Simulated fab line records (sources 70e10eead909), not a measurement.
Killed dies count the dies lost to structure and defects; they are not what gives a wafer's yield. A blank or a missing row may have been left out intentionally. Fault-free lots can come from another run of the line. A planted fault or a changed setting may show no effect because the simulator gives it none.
Which tool was responsible? || flow nandHarc || 6 lots, 18 wafers sampled, at 5 steps of a route of 1159

WHAT THE GAUGES READ, wafer by wafer
NHARC_END_SORT_01.
{"lot": "L887", "measured": "day 24 09:20", "on": "prober-02", "killedAtArray": "15 15 18"}

EACH LOT AND THE TOOL THAT RAN IT (in order: tool; ch and the chambers of the sampled wafers; start)
{"lot": "L871", "NHARC_A_SLIT_DESCUM_14": "rieDiel-05 ch 0,2,3, day 14 09:41", "NHARC_A_SLIT_ETCH_17": "harEtch-01 ch 0,1, day 14 14:37", "NHARC_A_WL_FILL_CVD_23": "lpcvdPoly-01 ch 0, day 15 20:45", "NHARC_A_WL_FILL_ETCHBACK_26": "rieSi-06 ch 0,2,3, day 15 23:20"}
{"lot": "L873", "NHARC_A_SLIT_DESCUM_14": "rieDiel-11 ch 1,2,3, day 14 18:44", "NHARC_A_SLIT_ETCH_17": "harEtch-02 ch 0,1, day 14 19:29", "NHARC_A_WL_FILL_CVD_23": "lpcvdPoly-04 ch 0, day 16 01:50", "NHARC_A_WL_FILL_ETCHBACK_26": "rieSi-04 ch 0,3, day 16 04:26"}
{"lot": "L880", "NHARC_A_SLIT_DESCUM_14": "rieDiel-11 ch 1,2,3, day 16 17:54", "NHARC_A_SLIT_ETCH_17": "harEtch-02 ch 0,1, day 16 18:55", "NHARC_A_WL_FILL_CVD_23": "lpcvdPoly-01 ch 0, day 18 01:05", "NHARC_A_WL_FILL_ETCHBACK_26": "rieSi-03 ch 1,2,3, day 18 03:44"}
{"lot": "L887", "NHARC_A_SLIT_DESCUM_14": "rieDiel-11 ch 1,2, day 18 08:22", "NHARC_A_SLIT_ETCH_17": "harEtch-01 ch 0,1, day 18 10:44", "NHARC_A_WL_FILL_CVD_23": "lpcvdPoly-01 ch 0, day 20 21:35", "NHARC_A_WL_FILL_ETCHBACK_26": "rieSi-04 ch 1,2,3, day 21 00:09"}
{"lot": "L891", "NHARC_A_SLIT_DESCUM_14": "rieDiel-05 ch 1,2,3, day 19 14:26", "NHARC_A_SLIT_ETCH_17": "harEtch-02 ch 0,1, day 19 15:12", "NHARC_A_WL_FILL_CVD_23": "lpcvdPoly-04 ch 0, day 20 19:50", "NHARC_A_WL_FILL_ETCHBACK_26": "rieSi-03 ch 0,1,3, day 20 22:23"}
{"lot": "L894", "NHARC_A_SLIT_DESCUM_14": "rieDiel-11 ch 1,2,3, day 20 13:54", "NHARC_A_SLIT_ETCH_17": "harEtch-02 ch 0,1, day 20 15:57", "NHARC_A_WL_FILL_CVD_23": "lpcvdPoly-01 ch 0, day 22 03:53", "NHARC_A_WL_FILL_ETCHBACK_26": "rieSi-06 ch 1,2, day 22 06:30"}
- NHARC_A_SLIT_DESCUM_14: chemistry O2, time 3 s.
- NHARC_A_SLIT_ETCH_17: etches the open film in C4F8/O2/Ar, time 1687.5 s, target depth 10100 nm.
- NHARC_A_WL_FILL_CVD_23: deposits poly-Si, target thk 40 nm, time 800 s.
- NHARC_A_WL_FILL_ETCHBACK_26: etches the open film in HBr, target depth 52 nm, time 13.3 s.

THE ANSWER, worked out from the rows above alone
Rule: usual is defined by the lots themselves. The widest of any qualifying gaps counts: lots, ordered by their means at a reading, are off when they make up no more than a third of the lots, leave a main group of 4 or more, and stand apart from it by 3 or more times the standard deviation of that group's means. A main group is skipped when, at the precision printed for the reading in the tables above, its means are all equal. Also off: a lot with no number at a reading for which 4 or more lots have one. The other lots that the step has rows for count as sound.
None of the lots is off at any reading shown; this tells nothing.

WHAT WAS PUT IN BY THE SIMULATOR
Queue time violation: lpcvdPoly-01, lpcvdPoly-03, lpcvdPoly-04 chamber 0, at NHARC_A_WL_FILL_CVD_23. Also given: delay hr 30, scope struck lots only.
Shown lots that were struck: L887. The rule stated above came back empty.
